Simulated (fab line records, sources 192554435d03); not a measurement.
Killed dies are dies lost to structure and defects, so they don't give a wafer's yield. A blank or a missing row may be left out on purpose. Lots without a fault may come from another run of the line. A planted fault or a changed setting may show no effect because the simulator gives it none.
Chamber matching | flow n5_finfet | N5_DUMMY_GATE_TRIM_49 on rie_si-05: 4 sister chambers
The step chemistry O2, time 29 s, target cd 14 nm. 20 wafers are shown with their chamber, then 10 later ones without.

WAFERS WITH THEIR CHAMBER
wafer  | chamber | drypump_motor_current_A (A) | throttle_valve_pct (%) | he_backside_leak_sccm (sccm)
L076.1 | 1       | 5.7                         | 7.91                   | 2.7
L076.3 | 2       | 4.8                         | 8.03                   | 2.9
L076.4 | 0       | 6.0                         | 8.16                   | 2.7
L077.1 | 2       | 4.8                         | 8.03                   | 2.9
L077.5 | 1       | 5.8                         | 7.89                   | 3.0
L077.6 | 2       | 4.9                         | 8.02                   | 2.7
L080.1 | 1       | 5.8                         | 7.90                   | 2.9
L080.3 | 3       | 6.1                         | 7.99                   | 4.4
L080.5 | 2       | 4.9                         | 7.99                   | 2.7
L082.1 | 1       | 5.7                         | 7.91                   | 3.3
L082.4 | 0       | 6.0                         | 8.16                   | 2.7
L082.5 | 2       | 4.9                         | 8.01                   | 2.7
L084.1 | 0       | 6.0                         | 8.16                   | 2.6
L084.4 | 2       | 4.9                         | 8.03                   | 2.8
L084.5 | 2       | 4.8                         | 8.01                   | 2.9
L087.3 | 2       | 4.8                         | 8.03                   | 2.8
L087.4 | 1       | 5.8                         | 7.90                   | 2.9
L087.6 | 2       | 4.9                         | 8.03                   | 2.7
L090.1 | 3       | 6.1                         | 7.98                   | 3.1
L090.2 | 2       | 4.9                         | 8.02                   | 2.8

SIGNATURES (means of the wafers above)
reading                 | chamber 0 | chamber 1 | chamber 2 | chamber 3 | scatter within a chamber
drypump_motor_current_A | 6.000     | 5.760     | 4.860     | 6.100     | 0.0474
throttle_valve_pct      | 8.1600    | 7.9020    | 8.0200    | 7.9850    | 0.011
he_backside_leak_sccm   | 2.667     | 2.960     | 2.790     | 3.750     | 0.264
Rule: a wafer's distance from a chamber is the root of the sum, over the readings, of the square of ((its reading less the chamber's mean) divided by the reading's scatter). The wafer belongs to the nearest chamber; if the next one is less than 2 further off, it can't be placed. The scatter: the root of (the sum of the squares of (reading less its chamber's mean) over the shown wafers, divided by (wafers less chambers)).

WAFERS WITHOUT THEIR CHAMBER
wafer  | drypump_motor_current_A (A) | throttle_valve_pct (%) | he_backside_leak_sccm (sccm)
L090.3 | 5.7                         | 7.91                   | 3.0
L093.3 | 5.7                         | 7.91                   | 3.0
L093.4 | 5.7                         | 7.89                   | 3.0
L093.6 | 6.1                         | 8.02                   | 2.9
L094.1 | 4.8                         | 8.03                   | 2.9
L094.4 | 4.9                         | 7.99                   | 2.9
L094.6 | 5.8                         | 7.90                   | 3.0
L095.2 | 6.0                         | 7.92                   | 2.6
L095.3 | 5.7                         | 7.91                   | 3.0
L095.6 | 6.0                         | 7.94                   | 2.5

WHICH CHAMBER EACH WENT THROUGH
wafer  | from the rows above     | in truth
L090.3 | 1                       | 1
L093.3 | 1                       | 1
L093.4 | 1                       | 1
L093.6 | 3                       | 3
L094.1 | 2                       | 2
L094.4 | 2                       | 2
L094.6 | 1                       | 1
L095.2 | 1                       | 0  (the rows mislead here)
L095.3 | 1                       | 1
L095.6 | can't be placed: 1 or 3 | 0
Placed correctly: 8 of 10. Can't be placed from these rows: 1 (the true chamber is among the candidates in 0). Placed wrongly: 1.
